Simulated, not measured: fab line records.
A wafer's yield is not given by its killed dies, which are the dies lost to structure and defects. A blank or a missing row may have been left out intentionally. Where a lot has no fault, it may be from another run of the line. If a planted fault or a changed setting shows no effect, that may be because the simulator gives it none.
fab line records	flow n5-finfet
record lots=4	wafers=12	last-day=18
route steps=1938 shown SDB@362 DUMMY_REMOVAL@377 BEOL_M4@1111 PASSIVATION@1936
lots that met no fault: from a run of the same line without faults
start-h: hours from the record's first day to the start of the lot's first wafer shown	wait-h: hours elapsed since this lot's preceding step	" as in the row above	L1.1+2: a single row standing in for several wafers	- no value, or no start given	* or withheld: withheld	< > ~ a bound
route shown NAME@n: names a module that has steps shown in the file, with the first one's number in the route	usual: mean and standard deviation over wafers with no fault	same: alike in all rows	chamber/n: place in a boat	sites: each site's reading	_std_site: the standard deviation of these	_edge_site: outer sites' mean less inner sites'	radius-mm: how far each site lies from the wafer's centre	mask NAME#n: copy n	behind: the last tool/chamber to shape the wafer	hold: why the lot was held/for how many hours/how that ended	device: the n, p or np transistor that did not switch	end of line: the route-end tests of the same wafers	a step with no rows: only its recipe	killed: the dies lost at the first sort to structure and to defects; this is not the yield of the wafer	map: shows each die of a wafer: x if killed, . if not, _ if none is there
set.NAME: the setting that was run; set.NAME@STEP: the one run at that earlier step	model.NAME: the simulator's own value behind a step, which no gauge read
a table for each step, a row for each wafer; lots at some steps of the route
services: a tool's chamber out of use, with start hour (start-h, from the record's first day; less than 0 if before it), hours out, and reason
## steps
# step N5_SDB_STRIP_19
# recipe chemistry=N2/H2	temp-c=40	n2-flow-sccm=200	h2-flow-sccm=200	rf-frequency-hz=6e+07
# step N5_SDB_STRIP_21
# recipe chemistry=CF4	resist=SiARC	power-w=300	bias-power-w=75	pressure-mtorr=50	cf4-flow-sccm=150	rf-frequency-hz=6e+07
# step N5_SDB_HM_OPEN_20
# recipe chemistry=CH3F/O2	target=SiNx	mask-material=SOC	target-depth-a=240	stop-on=poly-Si	over-etch-frac=0.4	ion-energy-ev=120	pressure-mtorr=30	source-w=395	bias-w=73	Ar_flow_sccm=150	CH3F_flow_sccm=30	O2_flow_sccm=20
# step N5_SDB_STRIP_22
# recipe chemistry=N2/H2	power-w=1000	temp-c=250	h2-frac=0.65	overash-fraction=0.3	pressure-mtorr=withheld	n2-flow-sccm=1750	h2-flow-sccm=3250
# step N5_SDB_PRECLEAN_23
# recipe chemistry=dHF	time-s=30	temp-c=25	dilution=withheld
# step N5_SDB_DUMMY_REMOVE_24
# recipe chemistry=TMAH	temp-c=70	target=poly-Si	stop-on=SiO2	target-depth-nm=142	conc-wt-pct=5	time-s=57	dry=ipa-marangoni	rinse-time-s=30	rinse-temp-c=23
# step N5_SDB_ETCH_25
# recipe chemistry=C4F6/O2	target=SiO2	target-depth-a=100	time-s=3.3	ion-energy-ev=250	mask-material=SiNx	pressure-mtorr=30	source-w=345	bias-w=185	Ar_flow_sccm=300	C4F6_flow_sccm=10	O2_flow_sccm=10
# step N5_SDB_CUT_ETCH_26
# recipe chemistry=HBr/Cl2/O2	target=Si	target-depth-a=1296	bt-time-s=20	mask-material=SiNx	time-s=51.8	ion-energy-ev=*	bias-w=*	pressure-mtorr=10	icp-w=800	HBr_flow_sccm=150	Cl2_flow_sccm=80	O2_flow_sccm=12
# step N5_SDB_PRECLEAN_38
# recipe chemistry=dHF	time-s=10	dilution=750:1	temp-c=25
# step N5_SDB_PRECLEAN_39
# recipe chemistry=O3/DIW	time-s=45	temp-c=22	o3-ppm=10
# step N5_SDB_SRD_28
# recipe dry=ipa-marangoni	time-s=30	temp-c=23	rinse-liquid=diw
# step N5_SDB_ALD_29
# recipe material=SiNx	target-thk-a=300	temp-c=400	ald-precursor-family=SiH2I2	ald-co-reactant=N2/H2-plasma	pulse-time-s=1	ald-cycles=600	purge-time-s=2	co-reactant-purge-time-s=2	pressure-torr=2
# step N5_SDB_CMP_30
# recipe stop-on=poly-Si	t-overpolish-s=1.54	post-cmp-clean=alkaline-brush	down-force-psi=4.1491	platen-rpm=51.796	pad-velocity-m-s=1.0306	target-thk-nm=30
# usual motor-current-A=12.3/1	overpolish-run-s=1.540/0.0097	slurry-filter-dp-kPa=13.51/0.15	time-to-endpoint-s=18.2/2.6
lot.wafer	tool	chamber	start-h	wait-h	motor-current-A	overpolish-run-s	slurry-filter-dp-kPa	time-to-endpoint-s
L719.2	cmp-04	3	86.80	1.4	13.0	1.554	13.62	21.1
L719.4	"	2	"	"	12.6	1.551	13.14	21.3
L719.5	"	0	"	"	11.8	1.522	13.61	20.1
L726.3	cmp-04	0	136.39	1.4	11.9	1.546	13.56	22.0
L726.1	"	3	"	"	11.7	1.546	13.49	20.9
L726.6	"	0	"	"	12.1	1.535	13.56	19.3
L727.1	cmp-04	2	143.55	1.4	13.3	1.538	13.52	17.3
L727.3	"	0	"	"	12.2	1.541	13.64	21.5
L727.5	"	2	"	"	13.1	1.543	13.44	18.1
L739.1	cmp-03	2	213.33	1.5	12.5	1.544	13.55	21.7
L739.6	"	3	"	"	13.9	1.548	13.63	17.2
L739.5	"	0	"	"	12.6	1.552	13.58	19.5
# step N5_SDB_INSPECT_36
# recipe inspect-instrument=darkfield	mode=post-cmp
# usual raw-defect-count=38/18
lot.wafer	tool	chamber	start-h	wait-h	raw-defect-count
L719.2	defect-inspect-01	-	87.12	0.0	63
L719.4	"	-	"	"	107
L719.5	"	-	"	"	71
L726.1	defect-inspect-01	-	136.73	0.0	472
L726.3	"	-	"	"	438
L726.6	"	-	"	"	481
L727.1	defect-inspect-01	-	143.83	0.0	479
L727.3	"	-	"	"	513
L727.5	"	-	"	"	495
L739.1	defect-inspect-02	-	213.53	0.0	26
L739.5	"	-	"	"	37
L739.6	"	-	"	"	31
# step N5_DUMMY_REMOVAL_HM_STRIP_01
# recipe chemistry=CH3F/O2	material=SiNx	target-depth-a=40	stop-on=poly-Si	time-s=6.8	over-etch-frac=0.3	ion-energy-ev=60	power-w=410	bias-w=29	Ar_flow_sccm=150	CH3F_flow_sccm=30	O2_flow_sccm=20
# step N5_DUMMY_REMOVAL_STRIP_10
# recipe chemistry=N2/H2	time-s=40	power-w=100	temp-c=40	pressure-mtorr=100	rf-frequency-hz=6e+07	bias-power-w=3	n2-flow-sccm=300	h2-flow-sccm=300
# step N5_DUMMY_REMOVAL_PRECLEAN_07
# recipe chemistry=dHF	time-s=30	temp-c=25	dilution=withheld
# step N5_DUMMY_REMOVAL_DUMMY_REMOVE_02
# recipe chemistry=TMAH	temp-c=70	target=poly-Si	stop-on=SiO2	target-depth-nm=142	conc-wt-pct=5	time-s=57	dry=ipa-marangoni	rinse-time-s=30	rinse-temp-c=23
# step N5_DUMMY_REMOVAL_INSPECT_06
# recipe inspect-instrument=brightfield	mode=aei
# usual raw-defect-count=11/5.6
lot.wafer	tool	chamber	start-h	wait-h	raw-defect-count
L719.2	defect-inspect-02	-	87.35	0.0	10
L719.4	"	-	"	"	9
L719.5	"	-	"	"	4
L726.1	defect-inspect-01	-	137.14	0.0	456
L726.3	"	-	"	"	415
L726.6	"	-	"	"	431
L727.1	defect-inspect-02	-	144.30	0.0	419
L727.3	"	-	"	"	438
L727.5	"	-	"	"	417
L739.1	defect-inspect-02	-	214.18	0.0	15
L739.5	"	-	"	"	10
L739.6	"	-	"	"	10
# step N5_DUMMY_REMOVAL_PRECLEAN_08
# recipe chemistry=NF3:NH3	afs-cycles=2	temp-c=30	time-s=20	sublimation-temp-c=180	sublimation-time-s=60	pressure-torr=3	rf-power-w=30
# step N5_BEOL_M4_RC_MEAS_101
# usual DIBL_N=35.9/1.4	DIBL_P=35.9/1.7	IOFF_N=0.155/0.023	IOFF_P=0.201/0.029	ION_N=672/8.8	ION_P=460/7	SS_N=71.6/0.48	SS_P=73.1/0.64	VT_N=250.0/3	VT_P=-251.6/3
lot.wafer	tool	chamber	start-h	wait-h	DIBL_N[mV/V]	DIBL_P[mV/V]	IOFF_N[nA/um]	IOFF_P[nA/um]	ION_N[uA/um]	ION_P[uA/um]	SS_N[mV/dec]	SS_P[mV/dec]	VT_N[mV]	VT_P[mV]
L719.2	prober-02	0	194.47	0.2	37.3	36.8	0.160	0.201	665	460	71.9	73.2	251.1	-252.7
L719.4	"	0	"	"	35.7	34.2	0.129	0.169	670	452	70.9	72.5	255.2	-253.7
L719.5	"	0	"	"	34.6	33.3	0.116	0.159	660	453	71.2	72.6	257.5	-254.8
L726.1	prober-01	0	243.82	0.0	35.9	35.8	0.146	0.187	671	458	71.1	72.8	252.1	-251.9
L726.3	"	0	"	"	36.0	36.4	0.143	0.201	663	455	71.4	73.1	251.7	-249.7
L726.6	"	0	"	"	36.2	36.6	0.152	0.203	666	455	71.4	72.5	253.6	-251.7
L727.1	prober-01	0	248.38	0.0	35.2	37.6	0.181	0.236	675	470	71.9	73.9	246.2	-250.2
L727.3	"	0	"	"	33.8	36.1	0.148	0.212	672	468	72.0	72.9	249.1	-249.2
L727.5	"	0	"	"	34.0	36.5	0.150	0.210	680	467	71.3	72.2	249.6	-248.4
L739.1	prober-02	0	311.49	0.0	34.9	34.0	0.134	0.199	669	469	71.5	72.6	254.6	-251.2
L739.5	"	0	"	"	35.8	34.6	0.145	0.206	670	463	72.1	73.7	249.8	-252.6
L739.6	"	0	"	"	35.1	34.6	0.141	0.203	667	459	71.2	72.7	251.0	-249.2
# step N5_PASSIVATION_PROBE_49
# usual defect-limited-yield=91.7/1.5	killed_at_M0_to_M3=30/8.6	killed_at_M4_up=12/4.5	killed-at-contacts=13/5.8	killed-at-front-end=38/11	killed-at-other=4/3	killed-dies=97/17	killed-on-rim=13/3.6	killed-open=63/12	killed-short=32/8.8	sort_bin_5_function=4.8/0.91	sort_bin_6_memory=3.1/0.68	sort-n-pass=1083/17	sort-yield-pct=91.7/1.5
# same gross-dies=1180	killed-at-back-side=0	sort_bin_4_leakage[%]=0	sort_bin_8_speed[%]=0
lot.wafer	tool	chamber	start-h	wait-h	defect-limited-yield[%]	killed_at_M0_to_M3	killed_at_M4_up	killed-at-contacts	killed-at-front-end	killed-at-other	killed-dies	killed-on-rim	killed-open	killed-short	sort_bin_5_function[%]	sort_bin_6_memory[%]	sort-n-pass	sort-yield-pct[%]
L719.2	prober-02	-	302.21	0.1	93.3	23	8	11	33	4	79	6	51	26	4.4	2.2	1101	93.3
L719.4	prober-02	-	302.31	0.2	89.7	24	13	5	69	10	121	18	66	49	6.1	3.3	1059	89.7
L719.5	prober-02	-	302.36	0.2	91.4	24	11	10	51	5	101	8	68	29	5.0	3.0	1079	91.4
L726.1	prober-01	-	343.85	0.0	61.9	37	7	16	389	1	450	49	57	61	22.5	13.6	730	61.9
L726.3	prober-01	-	343.95	0.1	63.1	41	12	15	366	1	435	53	70	38	21.8	12.8	745	63.1
L726.6	prober-01	-	344.10	0.3	62.3	30	8	9	393	5	445	56	63	38	22.8	12.3	735	62.3
L727.1	prober-02	-	357.00	0.0	67.1	22	7	14	345	0	388	53	63	19	20.3	11.4	792	67.1
L727.3	prober-02	-	357.10	0.1	63.6	24	12	13	381	0	430	61	51	31	22.8	11.6	750	63.6
L727.5	prober-02	-	357.20	0.2	65.7	18	15	10	362	0	405	58	45	18	21.4	11.0	775	65.7
L739.1	prober-02	-	421.81	0.0	92.4	36	6	19	27	2	90	15	57	31	4.9	2.5	1090	92.4
L739.5	prober-02	-	422.01	0.2	91.8	31	6	32	22	6	97	12	58	36	4.4	3.6	1083	91.8
L739.6	prober-02	-	422.06	0.3	92.0	35	7	18	31	3	94	6	57	32	4.7	2.9	1086	92.0
# killed by level:class
L719.2 MOL_CONTACT_COAG:geometric-particle:open=11 BEOL_M0_SAQP:geometric-particle:short=10 STI_FIN_REVEAL:geometric-particle:open=7 BEOL_M0_SAQP:geometric-particle:open=5 FIN_SAQP:geometric-particle:short=4 STI_FIN_REVEAL:geometric-particle:short=4 BEOL_M2:geometric-particle:open=4 BEOL_M4:geometric-particle:open=4
L719.4 FIN_SAQP:geometric-particle:short=16 FIN_SAQP:geometric-particle:open=14 DUMMY_GATE:geometric-particle:open=7 BEOL_M0_SAQP:geometric-particle:short=7 MIM_TOP:geometric-particle:short=7 BEOL_M0_SAQP:geometric-particle:open=6 STI_FIN_REVEAL:geometric-particle:open=5 GATE_CUT:geometric-particle:short=5
L719.5 STI_FIN_REVEAL:geometric-particle:open=12 BEOL_M2:geometric-particle:open=10 FIN_SAQP:geometric-particle:open=9 MOL_CONTACT_COAG:geometric-particle:open=8 FIN_SAQP:geometric-particle:short=7 DUMMY_GATE:geometric-particle:open=4 ILD0:geometric-particle:open=4 BEOL_M0_SAQP:geometric-particle:short=4
L726.1 SDB:unspecified=332 FIN_SAQP:geometric-particle:short=32 MOL_CONTACT_COAG:geometric-particle:open=14 FIN_SAQP:geometric-particle:open=13 BEOL_M0_SAQP:geometric-particle:short=13 BEOL_M2:geometric-particle:open=7 BEOL_M3:geometric-particle:open=6 BEOL_M0_SAQP:geometric-particle:open=5
L726.3 SDB:unspecified=324 MOL_CONTACT_COAG:geometric-particle:open=14 BEOL_M0_SAQP:geometric-particle:short=11 BEOL_M0_SAQP:geometric-particle:open=8 BEOL_M3:geometric-particle:open=8 FIN_SAQP:geometric-particle:short=7 FIN_SAQP:geometric-particle:open=5 GATE_CUT:geometric-particle:short=5
L726.6 SDB:unspecified=344 FIN_SAQP:geometric-particle:short=21 BEOL_M0_SAQP:geometric-particle:open=11 BEOL_M0_SAQP:geometric-particle:short=8 FIN_SAQP:geometric-particle:open=7 MOL_CONTACT_COAG:geometric-particle:open=6 BEOL_M2:geometric-particle:open=5 PAD_METAL:geometric-particle:open=4
L727.1 SDB:unspecified=306 MOL_CONTACT_COAG:geometric-particle:open=12 DUMMY_GATE:geometric-particle:open=11 FIN_SAQP:geometric-particle:open=10 BEOL_M3:geometric-particle:open=10 STARTING-WAFER:geometric-particle:short=5 FIN_SAQP:geometric-particle:short=4 BEOL_M4:geometric-particle:open=4
L727.3 SDB:unspecified=346 FIN_SAQP:geometric-particle:open=13 MOL_CONTACT_COAG:geometric-particle:open=9 STI_FIN_REVEAL:geometric-particle:open=7 BEOL_M0:geometric-particle:short=6 BEOL_M0_SAQP:geometric-particle:open=5 DUMMY_GATE:geometric-particle:open=4 MOL_CONTACT_COAG:geometric-particle:short=4
L727.5 SDB:unspecified=340 MOL_CONTACT_COAG:geometric-particle:open=10 DUMMY_GATE:geometric-particle:open=7 BEOL_M0_SAQP:geometric-particle:short=5 BEOL_M3:geometric-particle:open=4 BEOL_M4:geometric-particle:open=4 BEOL_M4:geometric-particle:short=4 STARTING-WAFER:geometric-particle:open=4
L739.1 MOL_CONTACT_COAG:geometric-particle:open=14 BEOL_M0_SAQP:geometric-particle:open=11 BEOL_M0_SAQP:geometric-particle:short=10 FIN_SAQP:geometric-particle:open=9 FIN_SAQP:geometric-particle:short=6 BEOL_M2:geometric-particle:open=6 BEOL_M1:geometric-particle:open=5 MOL_CONTACT_COAG:geometric-particle:short=5
L739.5 MOL_CONTACT_COAG:geometric-particle:open=27 BEOL_M1:geometric-particle:open=8 BEOL_M0_SAQP:geometric-particle:open=7 BEOL_M0_SAQP:geometric-particle:short=7 GATE_CUT:geometric-particle:short=5 MOL_CONTACT_COAG:geometric-particle:short=5 FIN_SAQP:geometric-particle:short=4 BEOL_M3:geometric-particle:open=4
L739.6 MOL_CONTACT_COAG:geometric-particle:open=15 BEOL_M0_SAQP:geometric-particle:short=14 BEOL_M1:geometric-particle:open=8 STI_FIN_REVEAL:geometric-particle:open=7 STARTING-WAFER:geometric-particle:short=6 BEOL_M0_SAQP:geometric-particle:open=5 BEOL_M2:geometric-particle:open=4 FIN_SAQP:geometric-particle:short=3
# map L726.1 (x killed, . not)
_________________..xxx..x....________________
______________....x.....xx......_____________
___________.x..x..xxx..xxxxx...x..x__________
__________..x.x....x..xx..x..x.xx..x_________
________........xxx.x.x.x...x........._______
_______x.x.xx....xxxxxxxx.x........x...______
______.....x.x.xxxx.x.xx.....x....xxx.xx_____
_____.x..x.............x.....x...x..xxx..____
____....xx...x..xx.x.x....x.xxx.xx.x.x.xx.___
___x.....xxx..x..x.xxx.x.x...xx..x.xxxx.x..__
___.x...x..xx.xxx.......x...x.x...x.x....xx__
__x..x.xx..xx.....xxx...x.xxx.x..x.xx....xx._
__..xxx.xxxx..........xx.....x.......x.x.xx._
_x.x....x....x........xx....xxx...xx....x...x
_...x..x..x..xx..x.x.x.x.x....x....x.xx......
_..xxx...x...x...xx..x.xx...xx.xx....x....x.x
_.x.x.x...xx.....xx..x...x.x.........x.x.....
_xxx.xx.xxxxx..x....xxx..xx..........xx.xxx.x
_....x.xx...x.xxxxx..xx..x.xxx......xxx..x.x.
_xxx.x.x.x....xxx..xx.xx.x.xx.x...x.x.x......
_xx..x.xxx...xx....x.x..x.x...xx..x..x.xx...x
__xxx..xx.xx..........x..xx.xx...x.x.xx....._
__.x.x....xx.x..x....x.......x.xxx...xx.x..x_
___.x..xx...x.x..x.x.......xx...xxx.x..x.x.__
___x...x..xx.xxxxx...x.x....x.x...xx....xxx__
____.x.x....x........xx.x..xx..xx.x.x.xx.x___
_____.....xxxxxxxx.x.....xx..xx.x.x...x..____
______.x...x.xx.....x...x.x.x.xx.xxxx..._____
_______..xx..xx...xx......x..x...x.x.x.______
________.x....x...xx.xx.x.xx.x.xx..x.._______
__________..x.x.xxx..x.x....xx.....x_________
___________x.....x............x.x.x__________
______________x.....x.x.......x._____________
_________________....xx..xxx.________________
# map L727.3 (x killed, . not)
_________________...x..xxx...________________
______________x....x..x.x.x.xx.x_____________
___________...............xxx..x..x__________
__________.xxxxx.x..x.x..xxxx.x.x.xx_________
________xx...xx..xxx.xxx.xxx.....x..xx_______
_______x.xx.x..x..xxxx.....x.xx.xx.xx.x______
______..x.xx.xx.......x.xxx...x.x..xx..._____
_____...x..xx..xx..xx.xx.....x.x.....xx..____
____x.x.x..x...x...x.xx.xx.......x....xx..___
___xx.xxx.x.............x....xx..x.x...x.xx__
___x..xx.x......x...xx..x.xx......xx..x...x__
__x.....x..x.x.x..x...x....x.xx.x.....x....._
__x......x..x................xx.x...x..x..xx_
_.x.......x..x..x....xx.....x.....x.......x.x
_......x......xx...xx..x.xx.....xx.....xxx..x
_....x.....x....x.xx..x..xx.x.x....x..xx..xx.
_.x.xx.....x...xxxx..x.x.....x.......x.x..xx.
_x.x...x.x....x..x..x.x...x....xx.x..xx..xx.x
_.x.x..xxx....x.x.xxx.x.x....x.x..x..x....x..
_..x..x...x.x.....x..x..x..x.x....x.xxx..x..x
_x.x.xx.x.xx..x...xxx...xxx.x.xx....xx..x....
__.xx..x...x....x..x.....x....xx...xx..x.xx._
__..xx.x..x...x.x.......x........x.....x..x._
___x..x..x.x...xx.xxxxx..x.x.x....x.xx...xx__
___.xx..x.xx.x.x..x.x.x.x....xx........x.x.__
____.x......x..x.xx.x.....x.xxx..........x___
_____xx....x....xxx..xxx...xx.x..x.xx...x____
______.x.x..x..xx.....xx...xxxx.xx......_____
_______..xx...xx.........x...x..x...xx.______
________.xx.xxxx....x.xx...x.x.x.xx..x_______
__________.xx.xx...x.x.x..x.x.x....._________
___________..x.xx...xx..xxxx.x...x.__________
______________.x...x.x.......xxx_____________
_________________.xxx........________________
## services
tool	chamber	start-h	hours	kind
cmp-04	-	90.72	1.4	repair
cmp-04	-	151.66	0.4	repair
cmp-03	-	158.87	4.2	repair
cmp-04	-	160.56	1.0	repair
cmp-04	-	163.28	0.5	repair
cmp-03	-	196.07	4.0	pm
## key
first-sign step=N5_SDB_INSPECT_36	reading=raw-defect-count	direction=up	sigmas=25	usual=38	struck=480
effect step=N5_DUMMY_REMOVAL_INSPECT_06	reading=raw-defect-count	direction=up	sigmas=74	usual=11	struck=429
effect step=N5_PASSIVATION_PROBE_49	reading=killed-at-front-end	direction=up	sigmas=30	usual=38	struck=373
more-kills-born-at N5_SDB_CMP_30@cmp-04=1992
met-at N5_SDB_CMP_30
struck-wafers L726.1,L726.3,L726.6,L727.1,L727.3,L727.5
onset-between 86.80 136.39
fault kind=chamber-particle-source	tool=cmp-04	chamber=-	onset-h=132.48	steps=N5_SDB_CMP_30	rate-per-visit-cm2=0.66876	end-h=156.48
